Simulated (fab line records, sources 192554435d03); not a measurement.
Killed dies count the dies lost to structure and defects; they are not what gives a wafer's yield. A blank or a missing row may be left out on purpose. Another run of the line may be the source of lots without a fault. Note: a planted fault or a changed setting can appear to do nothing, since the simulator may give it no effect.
Problem report, 8D (eight disciplines) form, completed by code / flow n5_finfet / the parts of the form that need people (team, actions taken, sign-off) are left out

## 1. WHAT IS WRONG
Wafers without a fault read 225.93, standard deviation 0.26; wafer_temp_C_max at N5_BEOL_M15_ANNEAL_48 reads a mean of 221.34 on 6 wafers belonging to 2 lots. That is -18 standard deviations from the usual mean.
The step: time 90 s.
First seen on wafer L338.2, day 12 04:36, on rtp_anneal-02. Wafers with a number at this step in the record: 33, from 11 lots. Rule for "out", or "out of limits": more than 4 standard deviations from the usual mean. All remaining wafers that have a number are taken as sound.

## 2. WHAT IT IS, WHAT IT ISN'T
question=which readings at this step | is=wafer_temp_C_max | is not=-
question=which lots | is=L338, L339 | is not=L335, L336, L345, L348, L349, L352, L354, L356, L358
question=which wafers of those lots | is=all that have a number | is not=-
question=read on which tools | is=rtp_anneal-02 | is not=rtp_anneal-01
question=when | is=from day 12 04:36 | is not=up to then (6 sound wafers); but 21 sound wafers of L345, L348, L349, L352, L354, L356, L358 came after

## 3. WHAT RULES OUT EACH SUSPECT
Counting: any tool at a process step up to the reading is kept as a suspect provided that every lot that is out went through it and no sound lot did after the first of them.
- rie_diel-02 at N5_BEOL_M15_ETCH_38 (etches SiCN in CF4/N2, target depth 106.4 nm, time 120.5 s): ruled out as a lasting fault. After its first lot that is out, L338 (day 12 04:36), sound lots L345, L348, L356 ran on it. N5_BEOL_M15_ETCH_38 gives no start for some lots, so the hours and the order of its lots are those of N5_BEOL_M15_ANNEAL_48.
- rtp_anneal-02 at N5_BEOL_M15_ANNEAL_48 (time 90 s): ruled out as a lasting fault. After its first lot that is out, L338 (day 12 04:36), sound lots L348, L349, L354, L358 ran on it.
Left after counting: nothing in the record.

## 4. THE CAUSE (what the simulator had put in)
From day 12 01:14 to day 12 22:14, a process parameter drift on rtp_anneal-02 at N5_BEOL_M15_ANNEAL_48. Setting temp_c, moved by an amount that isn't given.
Counting ruled it out, wrongly.

## 5. SEQUENCE OF EFFECTS, ordered by route
Each row: a reading whose mean over the struck wafers that have a number lies more than 3 standard deviations from the usual. Only readings whose record carries a usual standard deviation are examined. hours: median over the lots of the time between each lot's start at the first step of this table that gives one and its start at this step. sigmas: the change, counted in usual standard deviations.
hours=0; step=N5_BEOL_M15_ANNEAL_48; reading=wafer_temp_C_max; usual=225.93; on struck wafers=221.34; change=-4.59; sigmas=-18
Its process steps:
- N5_BEOL_M15_ANNEAL_48: time 90 s.

## 6. WHAT WOULD HAVE CAUGHT IT SOONER
3 hours passed between the start of the fault at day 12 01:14 and the first reading out of limits in this record, taken at day 12 04:36.
